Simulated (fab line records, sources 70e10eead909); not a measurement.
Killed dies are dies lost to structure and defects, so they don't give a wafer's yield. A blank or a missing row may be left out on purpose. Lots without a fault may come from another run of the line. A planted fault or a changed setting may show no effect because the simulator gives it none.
Chamber matching | flow nand_harc | NHARC_P_M2_DEP_33 on pecvd-01: 3 sister chambers
The step deposits SiCN, target thk 30 nm. 22 wafers are shown with their chamber, then 11 later ones without.

WAFERS WITH THEIR CHAMBER
wafer  | chamber | heater_power_w (W)
L074.3 | 1       | 523
L074.4 | 1       | 524
L074.5 | 2       | 536
L077.1 | 2       | 472
L077.2 | 0       | 551
L077.6 | 2       | 473
L079.1 | 2       | 505
L079.2 | 1       | 597
L079.5 | 1       | 594
L078.3 | 2       | 531
L078.4 | 0       | 596
L078.6 | 2       | 527
L084.1 | 0       | 567
L084.2 | 1       | 561
L084.3 | 2       | 530
L084.4 | 2       | 548
L084.5 | 1       | 581
L084.6 | 0       | 575
L088.2 | 1       | 593
L088.4 | 1       | 585
L088.5 | 0       | 608
L089.1 | 0       | 562

SIGNATURES (means of the wafers above)
reading        | chamber 0 | chamber 1 | chamber 2 | scatter within a chamber
heater_power_w | 576.50    | 569.75    | 515.25    | 27.9
Rule: a wafer's distance from a chamber is the root of the sum, over the readings, of the square of ((its reading less the chamber's mean) divided by the reading's scatter). The wafer belongs to the nearest chamber; if the next one is less than 2 further off, it can't be placed. The scatter: the root of (the sum of the squares of (reading less its chamber's mean) over the shown wafers, divided by (wafers less chambers)).

WAFERS WITHOUT THEIR CHAMBER
wafer  | heater_power_w (W)
L089.3 | 627
L089.4 | 562
L090.1 | 612
L090.3 | 508
L090.6 | 515
L092.3 | 494
L092.4 | 556
L092.6 | 457
L097.1 | 533
L097.4 | 628
L097.6 | 530

WHICH CHAMBER EACH WENT THROUGH
wafer  | from the rows above          | in truth
L089.3 | can't be placed: 0 or 1      | 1
L089.4 | can't be placed: 1 or 0 or 2 | 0
L090.1 | can't be placed: 0 or 1      | 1
L090.3 | can't be placed: 2 or 1      | 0
L090.6 | can't be placed: 2 or 1      | 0
L092.3 | can't be placed: 2 or 1      | 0
L092.4 | can't be placed: 1 or 0 or 2 | 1
L092.6 | can't be placed: 2 or 1      | 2
L097.1 | can't be placed: 2 or 1 or 0 | 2
L097.4 | can't be placed: 0 or 1      | 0
L097.6 | can't be placed: 2 or 1 or 0 | 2
Placed correctly: 0 of 11. Can't be placed from these rows: 11 (the true chamber is among the candidates in 8). Placed wrongly: 0.
